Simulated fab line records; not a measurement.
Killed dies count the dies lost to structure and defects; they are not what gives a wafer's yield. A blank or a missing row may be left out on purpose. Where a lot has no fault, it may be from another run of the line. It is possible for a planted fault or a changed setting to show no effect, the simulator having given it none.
fab line records	flow nand-harc
[record] lots = 11	wafers = 33	last-day = 24
route steps=1159 shown A_CONTACT@851
lots that met no fault: from a run of the same line without faults
start-h: hours from the record's first day to the start of the lot's first wafer shown	wait-h: hours since the lot's step before	" repeats the value in the row above	L1.1+2: one row covering several wafers at once	- no value, or no start given	* or withheld: withheld	< > ~ a bound
route shown NAME@n: names a module that has steps shown in the file, with the first one's number in the route	usual: mean/standard deviation taken from wafers without a fault	same: alike in all rows	chamber/n: place in a boat	sites: readings site by site	_std_site: how widely they spread, as a standard deviation	_edge_site: the outer-site mean with the inner-site mean subtracted	radius-mm: how far each site lies from the wafer's centre	mask NAME#n: copy n	behind: the most recent tool/chamber to have shaped the wafer	hold: why the lot was held/for how many hours/how that ended	device: the transistor (n, p or np) that didn't switch	end of line: the tests these same wafers got at the end of their route	step lacking rows: just its recipe	killed: the dies lost at the first sort to structure and to defects; this is not the yield of the wafer	map: a wafer's dies, x killed, . not, _ none there
set.NAME: the setting that was run; set.NAME@STEP: the one run at that earlier step	model.NAME: the simulator's own value behind a step, which no gauge read
a sample of lots followed through the steps of the route, with each step as a table and each wafer as a row
services: a tool's chamber out of use, with start hour (start-h, from the record's first day; less than 0 if before it), hours out, and reason
[[steps]]
[step NHARC_A_CONTACT_EXPOSE_39]
[recipe] na = 1.35	sigma-outer = 0.8	dose-mj = 58.79	mask-id = A_CC_3
lot.wafer	tool	chamber	start-h	wait-h	mask
L401.1+4+5	arfi-scanner-03	0	363.55	-	A_CC_3#0
L404.3+4+6	arfi-scanner-03	0	372.50	-	A_CC_3#0
L403.1+2+6	arfi-scanner-03	0	372.64	-	A_CC_3#0
L405.3+4+5	arfi-scanner-03	0	379.07	-	A_CC_3#0
L407.1+2+3	arfi-scanner-02	0	390.68	-	A_CC_3#0
L409.2+3+6	arfi-scanner-03	0	412.44	-	A_CC_3#0
L416.1+4+5	arfi-scanner-02	0	450.65	-	A_CC_3#0
L417.1+3+6	arfi-scanner-02	0	457.77	-	A_CC_3#0
L418.2+4+6	arfi-scanner-01	0	466.46	-	A_CC_3#0
L420.2+3+4	arfi-scanner-01	0	474.84	-	A_CC_3#0
L422.2+5+6	arfi-scanner-02	0	496.14	-	A_CC_3#0
[step NHARC_A_CONTACT_OVL_MEAS_43]
[usual] overlay-x-nm = -0.2/0.66	overlay-y-nm = 0.2/0.86
lot.wafer	tool	chamber	start-h	wait-h	overlay-x-nm	overlay-y-nm
L401.1	overlay-01	-	363.78	-	-0.7	0.6
L401.4	"	-	"	"	-0.4	1.0
L401.5	"	-	"	"	-0.9	0.9
L404.3	overlay-01	-	372.72	-	0.7	-0.3
L404.4	"	-	"	"	0.9	0.1
L404.6	"	-	"	"	0.9	0.1
L403.1	overlay-02	-	372.87	-	5.6	-0.4
L403.2	"	-	"	"	6.1	0.1
L403.6	"	-	"	"	6.4	-0.4
L405.3	overlay-02	-	379.29	-	4.5	0.4
L405.4	"	-	"	"	5.3	0.4
L405.5	"	-	"	"	4.6	0.2
L407.1	overlay-02	-	390.91	-	0.5	-0.2
L407.2	"	-	"	"	-0.4	0.0
L407.3	"	-	"	"	0.8	0.1
L409.2	overlay-01	-	412.67	-	6.5	1.0
L409.3	"	-	"	"	6.6	1.2
L409.6	"	-	"	"	6.6	1.1
L416.1	overlay-01	-	450.88	-	0.1	-0.1
L416.4	"	-	"	"	-0.9	0.3
L416.5	"	-	"	"	-0.6	0.5
L417.1	overlay-01	-	458.00	-	-0.9	-0.1
L417.3	"	-	"	"	-0.8	0.2
L417.6	"	-	"	"	-0.9	0.1
L418.2	overlay-01	-	466.69	-	-1.4	-1.1
L418.4	"	-	"	"	-1.1	-2.0
L418.6	"	-	"	"	-0.6	-1.7
L420.2	overlay-02	-	475.07	-	1.0	0.1
L420.3	"	-	"	"	0.5	-0.2
L420.4	"	-	"	"	0.8	-0.2
L422.2	overlay-02	-	496.37	-	-0.4	0.9
L422.5	"	-	"	"	-0.4	0.9
L422.6	"	-	"	"	-0.4	1.1
[step NHARC_A_CONTACT_DESCUM_47]
[recipe] time-s = 3	o2-flow-sccm = 200	ar-flow-sccm = 0	bias-power-w = 0	chemistry = O2
[usual] drypump-motor-current-A = 5.3/0.49	mfc-ar-sccm = 0.019/0.017	oes-product-au = 0.999/0.0065	rf-vpp-V = 57.8/0.97	showerhead-plenum-p-Torr = 1.92/0.083	throttle-valve-pct = 11.311/0.0091
lot.wafer	tool	chamber	start-h	wait-h	drypump-motor-current-A	mfc-ar-sccm	oes-product-au	rf-hours-counter-h	rf-vpp-V	showerhead-plenum-p-Torr	throttle-valve-pct
L401.4	rie-diel-07	2	363.89	0.1	5.0	0.045	1.006	25	56.2	1.96	11.301
L401.1	"	3	"	"	5.1	0.028	0.997	24	56.9	1.85	11.322
L401.5	"	0	"	"	5.3	0.021	1.003	-	57.0	1.97	11.310
L404.4	rie-diel-04	1	372.82	0.1	5.0	0.004	1.005	23	58.6	1.89	11.304
L404.3	"	2	"	"	5.4	0.025	0.997	29	57.3	1.89	11.315
L404.6	"	2	"	"	5.4	0.025	1.000	-	57.3	1.89	11.315
L403.1	rie-diel-07	2	372.96	0.1	5.0	0.045	0.999	26	58.2	1.96	11.296
L403.2	"	3	"	"	5.1	0.028	0.992	25	59.3	1.85	11.299
L403.6	"	2	"	"	4.9	0.045	1.000	-	58.6	1.96	11.310
L405.3	rie-diel-08	2	379.46	0.1	5.2	0	0.995	28	58.9	2.04	11.312
L405.4	"	3	"	"	5.5	0.038	1.003	28	56.3	1.77	11.316
L405.5	"	1	"	"	6.4	0	1.013	-	57.7	1.84	11.317
L407.1	rie-diel-04	3	391.03	0.1	6.7	0	0.988	33	57.4	1.82	11.302
L407.2	"	1	"	"	5.0	0.004	1.004	31	57.5	1.89	11.313
L407.3	"	2	"	"	5.4	0.025	0.992	36	56.6	1.89	11.307
L409.2	rie-diel-08	0	412.77	0.1	5.9	0.001	0.993	41	55.9	1.77	11.304
L409.3	"	2	"	"	5.2	0	1.002	41	58.6	2.04	11.321
L409.6	"	3	"	"	5.5	0.038	0.991	-	56.1	1.77	11.318
L416.1	rie-diel-04	3	450.99	0.1	6.7	0	1.009	52	56.2	1.81	11.305
L416.4	"	0	"	"	5.9	0.019	0.986	59	57.5	1.94	11.317
L416.5	"	2	"	"	5.3	0.025	1.001	-	57.1	1.88	11.310
L417.3	rie-diel-07	2	458.09	0.1	5.0	0.045	0.987	7	58.7	1.96	11.319
L417.1	"	0	"	"	5.3	0.021	0.986	7	58.2	1.96	11.309
L417.6	"	3	"	"	5.1	0.028	0.994	-	57.5	1.85	11.318
L418.2	rie-diel-07	1	466.78	0.1	5.0	0	1.002	10	57.6	1.99	11.315
L418.4	"	0	"	"	5.3	0.021	0.991	10	58.3	1.96	11.302
L418.6	"	2	"	"	4.9	0.045	0.999	-	58.7	1.96	11.308
L420.3	rie-diel-04	3	475.30	0.2	6.7	0	0.988	0	58.7	1.81	11.305
L420.2	"	0	"	"	5.9	0.019	1.003	0	57.1	1.94	11.306
L420.4	"	1	"	"	5.0	0.004	1.000	0	57.4	1.88	11.305
L422.2	rie-diel-07	2	496.47	0.1	5.0	0.045	1.004	17	58.2	1.96	11.314
L422.6	"	1	"	"	5.0	0	0.999	-	57.8	1.99	11.302
L422.5	"	2	"	"	5.0	0.045	0.998	-	57.0	1.96	11.298
[step NHARC_A_CONTACT_ETCH_51]
[recipe] target-depth-a = 36000	over-etch-frac = 0.3	time-s = 936	ion-energy-ev = 150	o2-flow-sccm = 400	cos-flow-sccm = 20	ar-flow-sccm = 0	rf-w = 500	bias-w = 300	chemistry = O2/COS
[usual] cos-flow-sccm = 20.01/0.068	drypump-motor-current-A = 5.4/0.5	mfc-ar-sccm = 0.018/0.017	oes-product-au = 1.000/0.0064	rf-vpp-V = 314.3/2.1	showerhead-plenum-p-Torr = 3.13/0.13	throttle-valve-pct = 28.330/0.0083
[same] over-etch-frac = 0.3
lot.wafer	tool	chamber	start-h	wait-h	cos-flow-sccm	drypump-motor-current-A	mfc-ar-sccm	oes-product-au	rf-hours-counter-h	rf-vpp-V	showerhead-plenum-p-Torr	throttle-valve-pct
L401.4	rie-diel-07	2	-	-	20.08	5.0	0.045	1.005	26	313.8	3.20	28.326
L401.1	"	0	"	"	20.07	5.3	0.021	1.003	26	315.4	3.21	28.337
L401.5	"	2	"	"	20.07	5.0	0.045	0.996	-	316.1	3.20	28.333
L404.4	rie-diel-04	0	-	-	20.02	5.9	0.019	1.004	30	313.8	3.18	28.335
L404.3	"	3	"	"	19.94	6.7	0	0.993	26	312.2	2.98	28.328
L404.6	"	0	"	"	19.98	5.9	0.019	1.013	-	315.5	3.18	28.333
L403.2	rie-diel-07	3	-	-	20.15	5.1	0.028	0.982	25	311.9	3.02	28.340
L403.1	"	1	"	"	20.06	5.0	0	0.995	27	315.3	3.26	28.338
L403.6	"	3	"	"	20.05	5.1	0.028	0.995	-	314.3	3.02	28.338
L405.3	rie-diel-08	2	-	-	19.98	5.2	0	1.006	29	317.7	3.32	28.348
L405.4	"	0	"	"	20.02	5.9	0.001	1.003	30	311.4	2.91	28.332
L405.5	"	3	"	"	19.96	5.5	0.038	0.994	-	310.8	2.90	28.318
L407.3	rie-diel-04	3	-	-	20.00	6.7	0	1.004	33	311.2	2.98	28.320
L407.2	"	0	"	"	19.88	6.0	0.019	1.014	38	315.6	3.17	28.332
L407.1	"	2	"	"	19.98	5.4	0.025	0.997	36	314.9	3.08	28.339
L409.3	rie-diel-08	2	-	-	20.00	5.2	0	1.008	41	317.1	3.32	28.321
L409.2	"	3	"	"	19.87	5.5	0.038	0.996	40	311.9	2.89	28.324
L409.6	"	1	"	"	20.02	6.4	0	1.007	-	313.1	3.01	28.325
L416.4	rie-diel-04	3	-	-	20.16	6.7	0	0.994	52	309.6	2.97	28.328
L416.1	"	0	"	"	20.04	6.0	0.019	1.004	60	313.9	3.16	28.328
L416.5	"	3	"	"	20.13	6.7	0	1.001	-	312.5	2.97	28.332
L417.3	rie-diel-07	1	-	-	19.96	5.0	0	0.999	8	317.1	3.25	28.326
L417.1	"	3	"	"	19.91	5.1	0.028	1.000	8	312.6	3.02	28.332
L417.6	"	2	"	"	20.04	4.9	0.045	1.008	-	314.9	3.19	28.338
L418.4	rie-diel-07	2	-	-	19.96	5.0	0.045	1.004	10	316.6	3.19	28.334
L418.2	"	0	"	"	19.98	5.3	0.021	0.997	11	315.1	3.20	28.345
L418.6	"	2	"	"	19.98	5.0	0.045	1.010	-	314.4	3.19	28.320
L420.2	rie-diel-04	2	-	-	19.97	5.4	0.025	1.006	0	314.1	3.07	28.328
L420.3	"	3	"	"	19.94	6.7	0	1.000	0	311.6	2.96	28.333
L420.4	"	0	"	"	20.01	6.0	0.019	0.994	1	313.9	3.16	28.330
L422.2	rie-diel-07	0	-	-	20.04	5.3	0.021	0.986	17	314.7	3.20	28.328
L422.6	"	2	"	"	20.02	5.0	0.045	1.001	-	313.6	3.19	28.337
L422.5	"	3	"	"	20.09	5.1	0.028	1.008	-	313.3	3.01	28.333
[step NHARC_A_CONTACT_ETCH_111]
[recipe] source-w = withheld	pressure-mtorr = 20	bias-v = withheld	time-s = 140	target-depth-a = 7000	ar-flow-sccm = withheld	c4f8-flow-sccm = withheld	o2-flow-sccm = withheld	chemistry = C4F8/O2/Ar
lot.wafer	tool	chamber	start-h	wait-h	rf-hours-counter-h
L401.1	har-cap-etch-01	1	365.16	-	58
L401.4	"	1	"	"	-
L401.5	"	0	"	"	-
L404.4	har-cap-etch-03	1	374.15	-	-
L404.3	"	0	"	"	-
L404.6	"	0	"	"	-
L403.2	har-cap-etch-02	1	374.22	-	9
L403.1	"	0	"	"	9
L403.6	"	1	"	"	-
L405.3	har-cap-etch-03	0	381.14	-	-
L405.4	"	1	"	"	-
L405.5	"	0	"	"	-
L407.2	har-cap-etch-02	1	392.39	-	14
L407.1	"	0	"	"	14
L407.3	"	1	"	"	-
L409.2	har-cap-etch-03	0	414.11	-	85
L409.3	"	1	"	"	-
L409.6	"	1	"	"	-
L416.1	har-cap-etch-03	0	452.23	-	90
L416.4	"	0	"	"	-
L416.5	"	0	"	"	-
L417.1	har-cap-etch-01	0	459.64	-	73
L417.3	"	1	"	"	-
L417.6	"	0	"	"	-
L418.2	har-cap-etch-02	1	468.17	-	27
L418.4	"	1	"	"	-
L418.6	"	0	"	"	-
L420.2	har-cap-etch-01	0	476.55	-	78
L420.3	"	0	"	"	-
L420.4	"	1	"	"	-
L422.2	har-cap-etch-01	0	497.80	-	80
L422.6	"	1	"	"	-
L422.5	"	0	"	"	-
[[services]]
tool	chamber	start-h	hours	kind
arfi-scanner-01	-	340.46	0.8	repair
rie-diel-07	3	346.18	2.7	repair
rie-diel-08	1	346.30	13.8	repair
arfi-scanner-02	-	348.07	3.8	repair
rie-diel-07	1	348.72	1.5	repair
arfi-scanner-01	-	349.58	1.7	repair
rie-diel-07	0	359.78	-	clean
rie-diel-07	1	359.78	-	clean
arfi-scanner-01	-	368.00	4.0	pm
arfi-scanner-03	-	391.35	14.6	repair
rie-diel-07	-	405.27	9.0	pm
arfi-scanner-03	-	406.07	0.5	repair
arfi-scanner-01	-	413.92	5.4	repair
har-cap-etch-01	-	416.83	0.6	repair
rie-diel-04	2	418.50	1.2	repair
arfi-scanner-01	-	426.47	0.4	repair
arfi-scanner-02	-	428.00	4.0	pm
rie-diel-08	0	433.33	29.2	repair
rie-diel-04	-	466.02	9.0	pm
arfi-scanner-01	-	477.17	0.9	repair
rie-diel-08	-	479.11	9.0	pm
arfi-scanner-03	-	484.00	4.0	pm
rie-diel-04	-	490.87	0.7	repair
har-cap-etch-03	-	492.53	0.7	repair
[[key]]
[first-sign] step = NHARC_A_CONTACT_OVL_MEAS_43	reading = overlay-x-nm	direction = up	sigmas = 9.1	usual = -0.2	struck = 5.8
effect none on later readings
met-at NHARC_A_CONTACT_EXPOSE_39
struck-lots L403,L405,L409
tester-left-out L403,L405,L409
not-acting-at NHARC_A_CONTACT_DESCUM_47,NHARC_A_CONTACT_ETCH_51,NHARC_A_CONTACT_ETCH_111
onset-between 372.50 372.64
[fault] kind = scanner-matching-overlay	tool = arfi-scanner-03	chamber = -	onset-h = 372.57	steps = NHARC_A_CONTACT_EXPOSE_39	offset = 6.1798
// tester-left-out: of these lots the tester's yield and bins aren't shown, on N5 and GAA mostly nor the transistor test; their killed dies are dies lost to structure and defects alone, not to doping, threshold or leakage, so they don't give the yield
